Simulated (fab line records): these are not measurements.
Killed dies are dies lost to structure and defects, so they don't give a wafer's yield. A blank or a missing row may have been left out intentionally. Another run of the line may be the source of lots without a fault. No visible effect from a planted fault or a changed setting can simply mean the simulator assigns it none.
fab line records ; flow n5_finfet
record: lots: 5; wafers: 15; last_day: 19
route steps=1938 shown BEOL_M6@1202 PASSIVATION@1936
lots that met no fault: from a run of the same line without faults
start_h: start of the lot's first displayed wafer, in hours after the record's first day ; wait_h: hours from the lot's prior step to this one ; " as in the row above ; L1.1+2: a single row standing in for several wafers ; - no value, or no start was given ; * or withheld: withheld ; < > ~ a bound
route shown NAME@n: names a module that has steps shown in the file, with the first one's number in the route ; usual: average and standard deviation across the fault-free wafers ; same: alike in all rows ; chamber/n: place in a boat ; sites: per-site readings ; _std_site: how widely they spread, as a standard deviation ; _edge_site: mean of outer sites minus mean of inner sites ; radius_mm: for every site, how far away it sits from the centre of the wafer ; mask NAME#n: copy n ; behind: the last tool/chamber to shape the wafer ; hold: the reason the lot was held/the length of the hold in hours/how it ended ; device: which transistor (n, p or np) failed to switch ; end of line: the same wafers' tests at the end of the route ; a step without rows: its recipe alone ; killed: count of dies lost to structure and defects at first sort (not the wafer's yield) ; map: dies across one wafer; x = killed, . = not, _ = none there
set.NAME: the setting that was run; set.NAME@STEP: the one run at that earlier step ; model.NAME: the simulator's own value behind a step, which no gauge read
a table for each step, a row for each wafer; lots at some steps of the route
services: from which hour (start_h, from the record's first day; less than 0 if before it) a tool's chamber was out of use, for how many hours, and why
== steps ==
step: N5_BEOL_M6_EBR_07
recipe: solvent: PGMEA; ebr_width_mm: 1.5
step: N5_BEOL_M6_SOFTBAKE_06
recipe: temp_c: 110; time_s: 60; resist: CAR-ArF
step: N5_BEOL_M6_EXPOSE_08
recipe: mask_id: M6; na: 1.35; source_shape: dipole; sigma_inner: 0.817; sigma_outer: 0.97; polarization: te; dose_mj: 68.25
step: N5_BEOL_M6_PEB_09
recipe: peb_temp_c: withheld; peb_time_s: 60; resist: CAR-ArF
step: N5_BEOL_M6_DEVELOP_10
recipe: develop_time_s: 30; developer: TMAH; resist: CAR-ArF; rinse_liquid: diw; dry: air_spin; dev_temp_c: 23
step: N5_BEOL_M6_CD_MEAS_11
recipe: target_cd_nm: 38.5; landing_energy_ev: 500; detector: se_inlens; polarity: opening
usual: cd_nm: 38.6/0.46
lot.wafer;tool;chamber;start_h;wait_h;cd_nm
L746.4;cd_sem-03;0;195.69;-;39.5
L746.5;cd_sem-03;0;195.69;-;39.7
L746.6;cd_sem-03;0;195.69;-;38.9
L750.1;cd_sem-02;0;234.01;-;38.3
L750.3;cd_sem-02;0;234.01;-;38.4
L750.4;cd_sem-02;0;234.01;-;38.8
L753.2;cd_sem-01;0;259.48;-;39.0
L753.4;cd_sem-01;0;259.48;-;38.8
L753.5;cd_sem-01;0;259.48;-;38.9
L755.2;cd_sem-01;0;287.52;-;38.8
L755.4;cd_sem-01;0;287.52;-;38.2
L755.6;cd_sem-01;0;287.52;-;38.1
L769.1;cd_sem-01;0;354.96;-;38.2
L769.3;cd_sem-01;0;354.96;-;39.0
L769.5;cd_sem-01;0;354.96;-;38.5
step: N5_BEOL_M6_OVL_MEAS_12
recipe: points_per_wafer: 44
usual: M6_OVL: -0.7/0.73
lot.wafer;tool;chamber;start_h;wait_h;M6_OVL[nm]
L746.4;overlay-02;0;195.71;0.0;-1.7
L746.5;overlay-02;0;195.71;0.0;-0.7
L746.6;overlay-02;0;195.71;0.0;-1.7
L750.1;overlay-01;0;234.04;0.0;0.1
L750.3;overlay-01;0;234.04;0.0;0.0
L750.4;overlay-01;0;234.04;0.0;0.5
L753.2;overlay-02;0;259.51;0.0;-1.7
L753.4;overlay-02;0;259.51;0.0;-1.0
L753.5;overlay-02;0;259.51;0.0;-2.1
L755.2;overlay-02;0;287.55;0.0;0.0
L755.4;overlay-02;0;287.55;0.0;-1.0
L755.6;overlay-02;0;287.55;0.0;-1.2
L769.1;overlay-01;0;354.99;0.0;-0.1
L769.3;overlay-01;0;354.99;0.0;-0.8
L769.5;overlay-01;0;354.99;0.0;-0.1
step: N5_BEOL_M6_INSPECT_13
recipe: mode: adi; inspect_instrument: brightfield
usual: raw_defect_count: 436/120
lot.wafer;tool;chamber;start_h;wait_h;raw_defect_count
L746.4;defect_inspect-02;-;195.74;0.0;346
L746.5;defect_inspect-02;-;195.74;0.0;481
L746.6;defect_inspect-02;-;195.74;0.0;339
L750.1;defect_inspect-01;-;234.07;0.0;400
L750.3;defect_inspect-01;-;234.07;0.0;308
L750.4;defect_inspect-01;-;234.07;0.0;433
L753.2;defect_inspect-02;-;259.54;0.0;513
L753.4;defect_inspect-02;-;259.54;0.0;312
L753.5;defect_inspect-02;-;259.54;0.0;391
L755.2;defect_inspect-02;-;287.57;0.0;507
L755.4;defect_inspect-02;-;287.57;0.0;334
L755.6;defect_inspect-02;-;287.57;0.0;367
L769.1;defect_inspect-01;-;355.01;0.0;387
L769.3;defect_inspect-01;-;355.01;0.0;448
L769.5;defect_inspect-01;-;355.01;0.0;553
step: N5_BEOL_M6_DESCUM_16
recipe: chemistry: O2; time_s: 7.9; source_power_w: 50; bias_power_w: 20; pressure_mtorr: 20; rf_frequency_hz: 2.712e+07; temp_c: 40; resist: CAR-ArF; o2_flow_sccm: 225
step: N5_BEOL_M6_ETCH_61
recipe: chemistry: CF4; target: SiARC; target_depth_a: 455; mask_material: CAR-ArF; time_s: 75.8; ion_energy_ev: 80; pressure_mtorr: 40; source_w: 545; bias_w: 36; Ar_flow_sccm: 100; cf4_flow_sccm: 100; ends: cleared
usual: drypump_motor_current_A: 5.8/0.38; etch_rf_on_time_s: 75.7/0.94; oes_product_au: 0.68/0.067; rf_vpp_V: 184.3/1.3; showerhead_plenum_p_Torr: 2.16/0.093; throttle_valve_pct: 15.54/0.16
lot.wafer;tool;chamber;start_h;wait_h;drypump_motor_current_A;etch_rf_on_time_s;oes_product_au;rf_hours_counter_h;rf_vpp_V;showerhead_plenum_p_Torr;throttle_valve_pct
L746.4;rie_diel-04;2;196.30;0.0;6.1;75.2;0.73;62;182.9;2.09;15.75
L746.5;rie_diel-04;1;196.30;0.0;6.1;75.9;0.61;-;183.6;2.03;15.53
L746.6;rie_diel-04;0;196.30;0.0;6.4;74.7;0.75;-;186.6;2.27;15.34
L750.1;rie_diel-02;3;234.34;0.0;5.9;76.6;0.61;208;185.8;2.20;15.49
L750.3;rie_diel-02;2;234.34;0.0;6.4;75.4;0.83;6;183.9;2.10;15.35
L750.4;rie_diel-02;0;234.34;0.0;5.3;74.5;0.70;59;185.4;2.25;15.32
L753.2;rie_diel-02;1;259.60;0.0;5.5;76.6;0.67;112;185.6;2.25;15.62
L753.4;rie_diel-02;3;259.60;0.0;5.9;76.8;0.61;216;185.9;2.20;15.52
L753.5;rie_diel-02;2;259.60;0.0;6.4;74.7;0.81;-;183.7;2.10;15.35
L755.2;rie_diel-05;3;287.85;0.0;6.3;74.2;0.79;13;184.2;2.19;15.38
L755.4;rie_diel-05;0;287.85;0.0;5.5;75.6;0.62;196;184.3;2.20;15.51
L755.6;rie_diel-05;1;287.85;0.0;5.4;76.5;0.62;-;181.8;1.98;15.84
L769.1;rie_diel-02;3;355.08;0.0;5.9;76.2;0.58;243;184.3;2.19;15.57
L769.3;rie_diel-02;0;355.08;0.0;5.3;73.9;0.67;100;185.3;2.24;15.40
L769.5;rie_diel-02;1;355.08;0.0;5.5;76.7;0.64;-;184.8;2.24;15.69
step: N5_BEOL_M6_ETCH_62
recipe: chemistry: N2/H2; target: SOC; target_depth_a: 1100; overetch_a: 220; mask_material: SiARC; temp_c: 40; time_s: 165; ion_energy_ev: 200; pressure_mtorr: 30; source_w: 840; bias_w: 150; n2_flow_sccm: 200; h2_flow_sccm: 200
usual: drypump_motor_current_A: 5.8/0.39; n2_flow_sccm: 200.0/0.55; oes_product_au: 0.67/0.063; rf_vpp_V: 525/3.3; showerhead_plenum_p_Torr: 2.57/0.12; throttle_valve_pct: 17.77/0.14
lot.wafer;tool;chamber;start_h;wait_h;drypump_motor_current_A;n2_flow_sccm;oes_product_au;rf_hours_counter_h;rf_vpp_V;showerhead_plenum_p_Torr;throttle_valve_pct
L746.4;rie_diel-04;2;196.35;0.0;6.1;199.9;0.73;62;522;2.47;17.97
L746.5;rie_diel-04;1;196.35;0.0;6.1;199.7;0.62;-;519;2.41;17.69
L746.6;rie_diel-04;0;196.35;0.0;6.4;199.9;0.75;-;529;2.69;17.55
L750.1;rie_diel-02;3;234.40;0.0;5.9;200.5;0.61;208;525;2.63;17.79
L750.3;rie_diel-02;2;234.40;0.0;6.4;199.0;0.82;6;524;2.50;17.69
L750.4;rie_diel-02;0;234.40;0.0;5.3;200.4;0.70;59;528;2.69;17.59
L753.2;rie_diel-02;1;259.66;0.0;5.5;200.0;0.67;112;528;2.66;17.73
L753.4;rie_diel-02;3;259.66;0.0;5.9;200.4;0.61;216;525;2.63;17.80
L753.5;rie_diel-02;2;259.66;0.0;6.4;200.2;0.80;-;522;2.50;17.71
L755.2;rie_diel-05;3;287.91;0.0;6.3;200.2;0.78;13;526;2.61;17.71
L755.4;rie_diel-05;0;287.91;0.0;5.5;199.7;0.62;196;526;2.63;17.69
L755.6;rie_diel-05;1;287.91;0.0;5.4;199.9;0.62;-;518;2.33;18.04
L769.1;rie_diel-02;3;355.14;0.0;5.9;200.3;0.60;243;528;2.61;17.85
L769.3;rie_diel-02;0;355.14;0.0;5.3;199.4;0.66;100;527;2.67;17.67
L769.5;rie_diel-02;1;355.14;0.0;5.5;200.8;0.63;-;528;2.65;17.79
step: N5_BEOL_M6_STRIP_68
recipe: chemistry: N2/H2; temp_c: 40; n2_flow_sccm: 200; h2_flow_sccm: 200; rf_frequency_hz: 6e+07
step: N5_BEOL_M6_STRIP_67
recipe: chemistry: CF4; resist: SiARC; power_w: 300; bias_power_w: 75; pressure_mtorr: 50; cf4_flow_sccm: 150; rf_frequency_hz: 6e+07
usual: drypump_motor_current_A: 5.8/0.39; oes_product_au: 0.80/0.074; rf_vpp_V: 271.4/1.9; showerhead_plenum_p_Torr: 1.81/0.076; throttle_valve_pct: 13.52/0.17
lot.wafer;tool;chamber;start_h;wait_h;drypump_motor_current_A;oes_product_au;rf_hours_counter_h;rf_vpp_V;showerhead_plenum_p_Torr;throttle_valve_pct
L746.4;rie_diel-04;2;196.50;0.0;6.1;0.85;62;270.5;1.76;13.70
L746.5;rie_diel-04;1;196.50;0.0;6.1;0.72;-;268.6;1.70;13.57
L746.6;rie_diel-04;0;196.50;0.0;6.4;0.88;-;272.8;1.90;13.33
L750.1;rie_diel-02;3;234.54;0.0;5.9;0.72;208;269.3;1.85;13.53
L750.3;rie_diel-02;2;234.54;0.0;6.4;0.96;6;270.2;1.76;13.30
L750.4;rie_diel-02;0;234.54;0.0;5.3;0.82;59;273.1;1.89;13.28
L753.2;rie_diel-02;1;259.81;0.0;5.5;0.79;112;271.0;1.88;13.57
L753.4;rie_diel-02;3;259.81;0.0;5.9;0.72;216;270.9;1.84;13.54
L753.5;rie_diel-02;2;259.81;0.0;6.4;0.94;-;270.5;1.76;13.31
L755.2;rie_diel-05;3;288.06;0.0;6.3;0.92;13;271.9;1.83;13.33
L755.4;rie_diel-05;0;288.06;0.0;5.6;0.74;196;271.9;1.85;13.55
L755.6;rie_diel-05;1;288.06;0.0;5.4;0.73;-;268.7;1.66;13.81
L769.1;rie_diel-02;3;355.28;0.0;5.9;0.70;243;270.1;1.84;13.63
L769.3;rie_diel-02;0;355.28;0.0;5.3;0.77;100;272.7;1.87;13.36
L769.5;rie_diel-02;1;355.28;0.0;5.5;0.75;-;272.5;1.87;13.67
step: N5_BEOL_M6_HM_OPEN_17
recipe: chemistry: Cl2/BCl3; target_depth_a: 200; overetch_a: 60; target: TiN; mask_material: SOC; ion_energy_ev: 150; pressure_mtorr: 10; icp_w: 1000; bias_w: 126; Cl2_flow_sccm: 53.25; bcl3_flow_sccm: 21.75; Ar_flow_sccm: 25
usual: drypump_motor_current_A: 5.6/0.37; oes_product_au: 0.60/0.057; throttle_valve_pct: 22.34/0.27
lot.wafer;tool;chamber;start_h;wait_h;drypump_motor_current_A;oes_product_au;rf_hours_counter_h;throttle_valve_pct
L746.4;rie_metal-02;0;196.57;0.1;5.3;0.59;-;22.10
L746.5;rie_metal-02;1;196.57;0.1;5.1;0.65;-;22.57
L746.6;rie_metal-02;0;196.57;0.1;5.4;0.59;-;22.08
L750.1;rie_metal-03;1;234.58;0.0;5.3;0.74;12;22.04
L750.3;rie_metal-03;0;234.58;0.0;6.3;0.68;-;22.14
L750.4;rie_metal-03;1;234.58;0.0;5.3;0.74;-;22.05
L753.2;rie_metal-01;0;259.85;0.0;6.0;0.59;91;22.14
L753.4;rie_metal-01;0;259.85;0.0;6.0;0.59;-;22.16
L753.5;rie_metal-01;0;259.85;0.0;6.0;0.58;-;22.14
L755.2;rie_metal-03;0;288.10;0.0;6.3;0.68;35;22.17
L755.4;rie_metal-03;0;288.10;0.0;6.3;0.68;-;22.13
L755.6;rie_metal-03;0;288.10;0.0;6.3;0.67;-;22.17
L769.1;rie_metal-02;1;355.32;0.0;5.1;0.62;57;22.61
L769.3;rie_metal-02;0;355.32;0.0;5.4;0.57;-;22.10
L769.5;rie_metal-02;0;355.32;0.0;5.3;0.57;-;22.10
step: N5_BEOL_M6_STRIP_19
recipe: chemistry: O2; power_w: 400; temp_c: 40; pressure_mtorr: 30; rf_frequency_hz: 6e+07; bias_power_w: 0; overash_fraction: 0.2; o2_flow_sccm: 225
usual: drypump_motor_current_A: 5.9/0.35; oes_product_au: 0.80/0.081; rf_vpp_V: 3.6/0.64; showerhead_plenum_p_Torr: 2.12/0.11; throttle_valve_pct: 16.61/0.15
lot.wafer;tool;chamber;start_h;wait_h;drypump_motor_current_A;oes_product_au;rf_hours_counter_h;rf_vpp_V;showerhead_plenum_p_Torr;throttle_valve_pct
L746.4;rie_diel-05;3;196.65;0.1;6.3;0.70;243;4.6;2.16;16.92
L746.5;rie_diel-05;3;196.65;0.1;6.3;0.70;-;3.7;2.16;16.93
L746.6;rie_diel-05;2;196.65;0.1;5.8;0.90;-;4.1;2.24;16.52
L750.1;rie_diel-05;1;234.71;0.1;5.4;0.73;155;3.2;1.92;16.78
L750.3;rie_diel-05;2;234.71;0.1;5.8;0.88;30;3.6;2.23;16.55
L750.4;rie_diel-05;2;234.71;0.1;5.8;0.88;-;3.6;2.23;16.53
L753.2;rie_diel-04;1;259.96;0.1;6.1;0.70;243;4.3;1.97;16.60
L753.4;rie_diel-04;0;259.96;0.1;6.4;0.85;73;3.5;2.22;16.47
L753.5;rie_diel-04;1;259.96;0.1;6.1;0.70;-;3.7;1.97;16.62
L755.2;rie_diel-05;0;288.21;0.1;5.6;0.73;196;3.5;2.17;16.60
L755.4;rie_diel-05;3;288.21;0.1;6.3;0.93;14;4.3;2.15;16.52
L755.6;rie_diel-05;0;288.21;0.1;5.6;0.74;-;2.7;2.17;16.59
L769.1;rie_diel-02;2;355.43;0.1;6.4;0.87;48;5.3;2.04;16.48
L769.3;rie_diel-02;1;355.43;0.1;5.5;0.75;146;3.0;2.18;16.67
L769.5;rie_diel-02;0;355.43;0.1;5.3;0.77;-;4.7;2.20;16.51
step: N5_BEOL_M6_CD_MEAS_18
recipe: pitch_nm: 80; target_cd_nm: 40
usual: cd_nm: 40.0/0.56
lot.wafer;tool;chamber;start_h;wait_h;cd_nm
L746.4;cd_sem-01;-;196.73;0.1;41.0
L746.5;cd_sem-01;-;196.73;0.1;40.8
L746.6;cd_sem-01;-;196.73;0.1;40.7
L750.1;cd_sem-01;-;234.78;0.0;39.8
L750.3;cd_sem-01;-;234.78;0.0;39.7
L750.4;cd_sem-01;-;234.78;0.0;39.9
L753.2;cd_sem-01;-;260.03;0.1;40.3
L753.4;cd_sem-01;-;260.03;0.1;40.1
L753.5;cd_sem-01;-;260.03;0.1;40.0
L755.2;cd_sem-01;-;288.28;0.1;40.1
L755.4;cd_sem-01;-;288.28;0.1;40.5
L755.6;cd_sem-01;-;288.28;0.1;39.6
L769.1;cd_sem-03;-;355.50;0.0;39.4
L769.3;cd_sem-03;-;355.50;0.0;39.8
L769.5;cd_sem-03;-;355.50;0.0;39.6
step: N5_BEOL_M6_COAT_63
recipe: resist: SOC; temp_c: 250; time_s: 60; spin_rpm: 1500; resist_thk_nm: 60
step: N5_BEOL_M6_COAT_64
recipe: resist: SiARC; temp_c: 220; time_s: 60; spin_rpm: 1500; resist_thk_nm: 12
step: N5_BEOL_M6_COAT_71
recipe: resist: underlayer; temp_c: 205; time_s: 60; spin_rpm: 1500; resist_thk_nm: 5
step: N5_BEOL_M6_COAT_22
recipe: resist: CAR-EUV; spin_rpm: 1500; resist_thk_nm: 30
step: N5_BEOL_M6_EBR_24
recipe: solvent: PGMEA; ebr_width_mm: 1.5
step: N5_BEOL_M6_SOFTBAKE_23
recipe: temp_c: 110; time_s: 60; resist: CAR-EUV
step: N5_BEOL_M6_EXPOSE_25
recipe: mask_id: V5; na: 0.33; source_shape: annular; sigma_inner: 0.4; sigma_outer: 0.8; polarization: unpolarized; target_cd_nm: 40; dose_mj: 45
step: N5_BEOL_M6_PEB_26
recipe: peb_temp_c: 100; peb_time_s: 60; resist: CAR-EUV
step: N5_BEOL_M6_DEVELOP_27
recipe: develop_time_s: 30; developer: TMAH; resist: CAR-EUV; rinse_liquid: surfactant_rinse; dry: air_spin; dev_temp_c: 23
step: N5_BEOL_M6_CD_MEAS_28
recipe: target_cd_nm: 40; landing_energy_ev: 500; detector: se_inlens
usual: cd_nm: 40.01/0.24
lot.wafer;tool;chamber;start_h;wait_h;cd_nm
L746.4;cd_sem-02;0;201.00;-;39.97
L746.5;cd_sem-02;0;201.00;-;40.42
L746.6;cd_sem-02;0;201.00;-;40.48
L750.1;cd_sem-01;0;238.47;-;40.64
L750.3;cd_sem-01;0;238.47;-;40.47
L750.4;cd_sem-01;0;238.47;-;40.24
L753.2;cd_sem-02;0;261.26;-;39.81
L753.4;cd_sem-02;0;261.26;-;40.06
L753.5;cd_sem-02;0;261.26;-;39.71
L755.2;cd_sem-02;0;292.32;-;39.89
L755.4;cd_sem-02;0;292.32;-;39.77
L755.6;cd_sem-02;0;292.32;-;39.94
L769.1;cd_sem-03;0;357.60;-;39.81
L769.3;cd_sem-03;0;357.60;-;40.22
L769.5;cd_sem-03;0;357.60;-;40.37
step: N5_BEOL_M6_OVL_MEAS_29
recipe: points_per_wafer: 522
usual: V5_OVL: 0.1/0.68
lot.wafer;tool;chamber;start_h;wait_h;V5_OVL[nm]
L746.4;overlay-01;0;201.05;0.0;-0.3
L746.5;overlay-01;0;201.05;0.0;-0.1
L746.6;overlay-01;0;201.05;0.0;-0.9
L750.1;overlay-01;0;238.50;0.0;0.9
L750.3;overlay-01;0;238.50;0.0;1.0
L750.4;overlay-01;0;238.50;0.0;0.8
L753.2;overlay-02;0;261.29;0.0;0.2
L753.4;overlay-02;0;261.29;0.0;-0.6
L753.5;overlay-02;0;261.29;0.0;0.7
L755.2;overlay-01;0;292.35;0.0;0.5
L755.4;overlay-01;0;292.35;0.0;-0.2
L755.6;overlay-01;0;292.35;0.0;0.3
L769.1;overlay-02;0;357.63;0.0;1.5
L769.3;overlay-02;0;357.63;0.0;0.3
L769.5;overlay-02;0;357.63;0.0;1.0
step: N5_BEOL_M6_INSPECT_30
recipe: mode: adi; inspect_instrument: brightfield
usual: raw_defect_count: 422/110
lot.wafer;tool;chamber;start_h;wait_h;raw_defect_count
L746.4;defect_inspect-01;-;201.09;0.0;344
L746.5;defect_inspect-01;-;201.09;0.0;436
L746.6;defect_inspect-01;-;201.09;0.0;300
L750.1;defect_inspect-01;-;238.56;0.1;460
L750.3;defect_inspect-01;-;238.56;0.1;299
L750.4;defect_inspect-01;-;238.56;0.1;435
L753.2;defect_inspect-01;-;261.34;0.0;459
L753.4;defect_inspect-01;-;261.34;0.0;1340
L753.5;defect_inspect-01;-;261.34;0.0;373
L755.2;defect_inspect-01;-;292.40;0.0;444
L755.4;defect_inspect-01;-;292.40;0.0;305
L755.6;defect_inspect-01;-;292.40;0.0;339
L769.1;defect_inspect-02;-;357.69;0.1;441
L769.3;defect_inspect-02;-;357.69;0.1;509
L769.5;defect_inspect-02;-;357.69;0.1;611
step: N5_BEOL_M6_DESCUM_33
recipe: chemistry: O2; time_s: 7; source_power_w: 50; bias_power_w: 20; pressure_mtorr: 20; rf_frequency_hz: 2.712e+07; temp_c: 40; resist: CAR-EUV; o2_flow_sccm: 225
usual: drypump_motor_current_A: 5.9/0.36; oes_product_au: 0.80/0.081; rf_vpp_V: 243.4/1.7; showerhead_plenum_p_Torr: 2.11/0.099; throttle_valve_pct: 20.33/0.14
lot.wafer;tool;chamber;start_h;wait_h;drypump_motor_current_A;oes_product_au;rf_hours_counter_h;rf_vpp_V;showerhead_plenum_p_Torr;throttle_valve_pct
L746.4;rie_diel-04;2;201.31;0.2;6.1;0.85;65;242.1;2.02;20.52
L746.5;rie_diel-04;1;201.31;0.2;6.1;0.73;-;241.0;1.97;20.22
L746.6;rie_diel-04;0;201.31;0.2;6.4;0.89;-;247.0;2.23;20.24
L750.1;rie_diel-05;0;238.73;0.2;5.5;0.75;184;243.8;2.17;20.25
L750.3;rie_diel-05;1;238.73;0.2;5.4;0.75;157;240.5;1.91;20.54
L750.4;rie_diel-05;2;238.73;0.2;5.8;0.89;-;245.1;2.23;20.30
L753.2;rie_diel-04;1;261.78;0.4;6.0;0.70;244;241.9;1.97;20.28
L753.4;rie_diel-04;3;261.78;0.4;6.0;0.69;229;241.1;2.07;20.41
L753.5;rie_diel-04;0;261.78;0.4;6.4;0.85;-;244.8;2.22;20.27
L755.2;rie_diel-02;1;292.72;0.3;5.5;0.76;125;243.0;2.19;20.38
L755.4;rie_diel-02;0;292.72;0.3;5.3;0.81;78;244.9;2.20;20.22
L755.6;rie_diel-02;1;292.72;0.3;5.5;0.77;-;244.7;2.19;20.39
L769.1;rie_diel-05;3;358.01;0.3;6.3;0.88;34;244.2;2.14;20.34
L769.3;rie_diel-05;0;358.01;0.3;5.5;0.71;223;243.8;2.15;20.34
L769.5;rie_diel-05;3;358.01;0.3;6.3;0.88;-;243.0;2.14;20.32
step: N5_PASSIVATION_PROBE_49
usual: defect_limited_yield: 91.0/1.5; killed_at_M0_to_M3: 37/12; killed_at_M4_up: 13/5; killed_at_contacts: 13/6.1; killed_at_front_end: 39/11; killed_at_other: 4/3.2; killed_dies: 106/17; killed_open: 69/12; killed_short: 35/7.9; sort_bin_5_function: 5.3/1; sort_bin_6_memory: 3.3/0.68; sort_n_pass: 1074/17; sort_yield_pct: 91.0/1.5
same: gross_dies: 1180; killed_at_back_side: 0; sort_bin_4_leakage[%]: 0; sort_bin_8_speed[%]: 0
lot.wafer;tool;chamber;start_h;wait_h;defect_limited_yield[%];killed_at_M0_to_M3;killed_at_M4_up;killed_at_contacts;killed_at_front_end;killed_at_other;killed_dies;killed_open;killed_short;sort_bin_5_function[%];sort_bin_6_memory[%];sort_n_pass;sort_yield_pct[%]
L753.4;prober-02;-;356.07;0.2;77.5;51;155;7;44;9;266;76;49;12.9;5.7;914;77.5
killed by level:class
L753.4 BEOL_M6:unspecified=138 BEOL_M0_SAQP:geometric_particle:open=19 BEOL_M0_SAQP:geometric_particle:short=10 BEOL_M3:geometric_particle:open=10 FIN_SAQP:geometric_particle:short=9 DUMMY_GATE:geometric_particle:open=8 GATE_CUT:geometric_particle:short=8 BEOL_M4:geometric_particle:open=7
map L753.4 (x killed, . not)
_________________....x.......________________
______________.........xx......._____________
___________.x......x.....x.........__________
__________.......x.............x...._________
________....x........x............x..._______
_______....x........x..x.x.xx.....x....______
______..........x..x...........x.x......_____
_____....xx.x........x.........x..xx..xx.____
____.x................x...x.x........x.x..___
___.x..x..x.....x...........x.....xx.xxxxx.__
___.....x......x............x...xx.xxxxxxxx__
__................x.....x........xxxxxxxxxx._
__......................x......xxxxxxxxxxxxx_
_.x.x.....x........x...........xxxxxxxxxxxxxx
_..x.xx..........xxx.........x..xxxxxxxxxxxxx
_.x.....x..x...x....x......x.xxxxxxxxxxxxxxxx
_.........x...x......x........xxxxxxxxxxxxxxx
_x......x....xx..x.x..........xxxxxxxxxxxxxxx
_.x...................x.........x.xxxxxxxx.x.
_.........x..............x..x...x.xxxxx.x.xx.
_..........x.................x........xx..x..
__..x.x.x.........................x.x......._
__...x......x.x.....x...........x.x........._
___...x.......x........xx...x...x..x...x...__
___.x..........x..x..............x...x..x..__
____....x............................xx...___
_____.x............x....x.x.x...........x____
______..x..............x........x......._____
_______....x......x...............x....______
________....x.........xx........x....._______
__________..x..............x........_________
___________........................__________
______________......x..xx......._____________
_________________..x.........________________
map L750.3 (x killed, . not)
_________________.x....xx...x________________
______________.x......x..x......_____________
___________.................x....xx__________
__________x.....x....x....x...x.x..._________
________x.......x..xx.........x...x..._______
_______x..x.......................x....______
______...........x......................_____
_____....x.......xx......................____
____.....x.x..........x..................x___
___....x.x......x.........................x__
___x....x......x...x...............x.......__
__..........x.........x.........x.....x....._
__.....x..xx..x..........x.....x.x..x......._
_......x.............x...........x...........
_.............x..........xx....x.....x.x.....
_..x.......................x...x............x
_.................x..........................
_....x..........x.xx.x....x.......x..........
_.......x.........xx...xx...x.......x...x....
_...............x..x......x.........x........
_....x.x......x.....xx.......................
__.........x..........x...x.......x....x.x.._
__......x....x......x...xxx...........xx...._
___......x.....x...............xx..........__
___...................................x....__
____...x........x....x.xx.................___
_____x.x...x.............................____
______x......xx...xxx...x..............._____
_______..........xx......x.............______
________....................x........._______
__________..x...............x......._________
___________..x........x....x......x__________
______________........x......xxx_____________
_________________............________________
== services ==
tool;chamber;start_h;hours;kind
rie_diel-02;2;193.76;-;clean
rie_diel-02;2;193.76;-;consumable_replace:focus_ring
rie_diel-02;2;193.76;21.7;scheduled_down
rie_diel-02;2;193.76;21.7;vent_cycle
rie_metal-03;-;195.67;0.3;repair
rie_metal-02;0;208.70;9.6;repair
rie_diel-05;3;226.36;1.8;repair
rie_diel-05;3;228.48;-;clean
rie_diel-05;3;228.48;-;consumable_replace:focus_ring
rie_diel-05;3;228.48;13.1;scheduled_down
rie_diel-05;3;228.48;13.1;vent_cycle
rie_metal-02;-;234.38;1.4;pm
rie_metal-02;-;244.44;0.4;repair
rie_diel-05;0;267.67;7.6;repair
rie_diel-04;1;277.22;-;clean
rie_diel-04;1;277.22;-;consumable_replace:focus_ring
rie_diel-04;1;277.22;-;consumable_replace:showerhead
rie_diel-04;1;277.22;13.6;scheduled_down
rie_diel-04;1;277.22;13.6;vent_cycle
rie_diel-02;3;321.37;8.5;repair
rie_metal-01;1;330.56;9.9;repair
rie_metal-02;0;332.36;2.5;repair
rie_diel-05;3;337.33;15.2;repair
rie_diel-02;1;356.92;13.5;repair
== key ==
first_sign: step: N5_BEOL_M6_INSPECT_30; reading: raw_defect_count; direction: up; sigmas: 8.7; usual: 422; struck: 1340
effect: step: N5_PASSIVATION_PROBE_49; reading: killed_at_M4_up; direction: up; sigmas: 29; usual: 13; struck: 155
more_kills_born_at: N5_BEOL_M6_STRIP_67@rie_diel-02: 138
met_at N5_BEOL_M6_STRIP_67
struck_wafers L753.4
onset_between 234.54 259.81
fault: kind: chamber_particle_source; tool: rie_diel-02; chamber: 3; onset_h: 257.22; steps: N5_BEOL_M6_STRIP_67; rate_per_visit_cm2: 1.6401; end_h: 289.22
